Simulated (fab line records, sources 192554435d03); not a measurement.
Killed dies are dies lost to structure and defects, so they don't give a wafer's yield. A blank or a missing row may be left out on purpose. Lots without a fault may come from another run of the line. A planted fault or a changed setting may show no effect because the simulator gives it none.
One fault seen from 2 desks | flow n5_finfet | each desk has only its own numbers; what lay behind them comes last

THE METROLOGY DESK
What the gauges read, lot by lot, whatever tool the lot ran on: means of the sampled wafers that have a number. A lot is out of limits, marked OUT, if its mean lies more than 4 standard deviations from the usual mean; the brackets give that distance.
Columns: A = trench_depth_nm at N5_BEOL_M14_OCD_MEAS_35, usual 553 nm
lot  | first seen here | A
L705 | day 11 11:14    | 536
L710 | day 12 19:34    | 535
L711 | day 14 00:07    | 562
L716 | day 14 23:49    | 567
L715 | day 15 10:05    | 555
L725 | day 16 17:52    | 560
L721 | day 16 23:25    | 559
L724 | day 17 06:46    | 566
L723 | day 17 08:11    | 547
L726 | day 17 20:55    | 557
L728 | day 17 21:19    | 561
This desk's finding: nothing out of limits on any of the 11 lots.

THE TOOL OWNER'S DESK: rie_diel-05
The tool's own readings at N5_BEOL_M14_ETCH_68 (etches SOC in N2/H2, time 450 s): means of the sampled wafers that have a number, for each lot that ran on this tool. A lot is out of limits, marked OUT, if its mean lies more than 4 standard deviations from the usual mean; the brackets give that distance.
Columns: A = drypump_motor_current_A at N5_BEOL_M14_ETCH_68, usual 5.9 A; B = oes_product_au at N5_BEOL_M14_ETCH_68, usual 0.79 a.u.; C = rf_vpp_V at N5_BEOL_M14_ETCH_68, usual 524.2 V; D = showerhead_plenum_p_Torr at N5_BEOL_M14_ETCH_68, usual 2.55 Torr; E = throttle_valve_pct at N5_BEOL_M14_ETCH_68, usual 17.74 %
lot  | first seen here | A   | B    | C     | D    | E
L710 | day 12 19:08    | 6.2 | 0.75 | 522.7 | 2.51 | 17.82
L711 | day 13 23:41    | 6.1 | 0.78 | 523.2 | 2.52 | 17.74
L715 | day 15 09:38    | 6.6 | 1.04 | 523.8 | 2.54 | 17.63
L728 | day 17 20:54    | 6.4 | 0.87 | 523.6 | 2.51 | 17.79
This desk's finding: nothing out of limits on any of the 4 lots.

PUT TOGETHER
The metrology desk saw nothing out of limits.
The tool owner's desk saw nothing out of limits.

WHAT THE SIMULATOR HAD PUT IN
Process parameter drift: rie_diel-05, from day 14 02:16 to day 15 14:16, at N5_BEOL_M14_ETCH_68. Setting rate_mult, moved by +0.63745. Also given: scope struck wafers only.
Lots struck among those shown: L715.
